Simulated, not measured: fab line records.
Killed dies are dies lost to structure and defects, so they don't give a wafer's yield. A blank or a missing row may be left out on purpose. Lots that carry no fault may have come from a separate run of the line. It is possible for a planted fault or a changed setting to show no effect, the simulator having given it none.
Matching of chambers ; flow n5-finfet ; N5_GATE_CUT_CMP_61 on cmp-03: 4 sister chambers
The step polishes, stops on SiNx, t overpolish 3 s. 4 wafers are shown with their chamber, then 7 later ones without.

== WAFERS, EACH WITH ITS CHAMBER ==
wafer;chamber;motor-current-A (A)
L079.3;3;11.3
L079.4;2;12.4
L088.2;1;12.6
L088.3;0;11.1

== WAFERS WHOSE CHAMBER IS MISSING ==
wafer;motor-current-A (A)
L088.5;12.5
L092.3;11.3
L092.4;12.0
L092.6;12.5
L094.1;11.4
L094.2;12.3
L094.5;12.2

== WHICH CHAMBER EACH WENT THROUGH ==
wafer;from the rows above;in truth
L088.5;can't be placed: 1 or 2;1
L092.3;can't be placed: 3 or 0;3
L092.4;can't be placed: 2 or 1 or 3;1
L092.6;can't be placed: 1 or 2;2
L094.1;can't be placed: 3 or 0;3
L094.2;can't be placed: 2 or 1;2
L094.5;can't be placed: 2 or 1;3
Correct placement for 0 of the 7. Unplaceable from these rows: 7, with the true chamber sitting among the candidates in 6. 0 placed wrongly.
How it was worked out, from the rows above alone: a wafer's distance from a chamber is the root of the sum, over the readings, of the square of ((its reading less the chamber's mean) divided by the reading's scatter). If the next closest chamber is less than 2 further off than the closest, the wafer can't be placed; otherwise it belongs to the closest. A chamber's mean is the mean of its shown wafers. The scatter (one wafer shown for each chamber): square how far every hidden wafer sits from the nearest shown wafer, average those squares and take the square root.
